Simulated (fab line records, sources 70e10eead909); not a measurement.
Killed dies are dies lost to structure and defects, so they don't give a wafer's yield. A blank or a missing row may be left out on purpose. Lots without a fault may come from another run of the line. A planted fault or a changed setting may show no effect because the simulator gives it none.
Problem report in the 8D (eight disciplines) form, filled by code | flow nand_harc | the parts of the form that need people (team, actions taken, sign-off) are left out

1. THE PROBLEM
heater_power_total_W at NHARC_A_SLIT_SOFTBAKE_04 reads a mean of 207.96 W on 3 wafers of 3 lots; wafers without a fault read 188.44 W with a standard deviation of 0.12. That is +99 or more standard deviations from the usual mean.
The step: time 55 s.
First seen on wafer L260.6, day 24 01:00, on litho_track-01. The record holds 34 wafers of 12 lots with a number at this step. Rule for "out", or "out of limits": more than 4 standard deviations from the usual mean. The other wafers with a number count as sound.

2. WHAT IT IS AND WHAT IT IS NOT
question                    | is                     | is not
which readings at this step | heater_power_total_W   | chill_plate_temp_C, exhaust_pa
which lots                  | L260, L262, L263       | L250, L252, L256, L258, L259, L270, L271, L272, L273
which wafers of those lots  | L260.6, L262.3, L263.6 | L260.1, L260.2, L262.4, L263.2
read on which tools         | litho_track-01         | litho_track-04, litho_track-06
when                        | from day 24 01:00      | up to then (17 sound wafers); but 14 sound wafers of L262, L263, L270, L271, L272, L273 came after

3. SUSPECTS, AND WHAT RULES EACH OUT
Counting: a tool at a process step up to the reading stays a suspect if it ran every lot that is out. Sound lots after the first of them don't rule it out here, since some wafers of a struck lot are sound.
- litho_track-01 at NHARC_A_SLIT_SOFTBAKE_04 (time 55 s): kept. It ran every lot that is out, first L260 (day 24 01:00); its last sound lot up to then is L259 (day 24 00:00). Its own readings are out on those wafers: heater_power_total_W.
Left after counting: litho_track-01 at NHARC_A_SLIT_SOFTBAKE_04.

4. THE CAUSE (what the simulator had put in)
Process parameter drift: litho_track-01, from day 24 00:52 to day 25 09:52, at NHARC_A_SLIT_SOFTBAKE_04. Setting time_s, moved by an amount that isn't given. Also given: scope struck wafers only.
Counting left only this tool.

5. THE CHAIN OF EFFECTS, in route order
Each row: a reading whose mean over the struck wafers that have a number lies more than 3 standard deviations from the usual. Only readings for which the record gives a usual standard deviation are gone through. hours: the time from each lot's start at the first step in this table that gives one to its start at this step, as a median over the lots. sigmas: the change in usual standard deviations.
hours | step                     | reading              | usual    | on struck wafers | change | sigmas
0     | NHARC_A_SLIT_SOFTBAKE_04 | heater_power_total_W | 188.44 W | 207.96           | +19.52 | +99 or more
The process steps in it:
- NHARC_A_SLIT_SOFTBAKE_04: time 55 s.
Later measuring or inspecting steps at which every struck wafer that the step has a row for has a number for every such reading, and none has moved that far: NHARC_A_SLIT_CD_MEAS_21, NHARC_END_SORT_01.

6. WHAT WOULD HAVE CAUGHT IT SOONER
In this record the first reading out of limits was taken at day 24 01:00, 0 hours after the fault began at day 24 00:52.
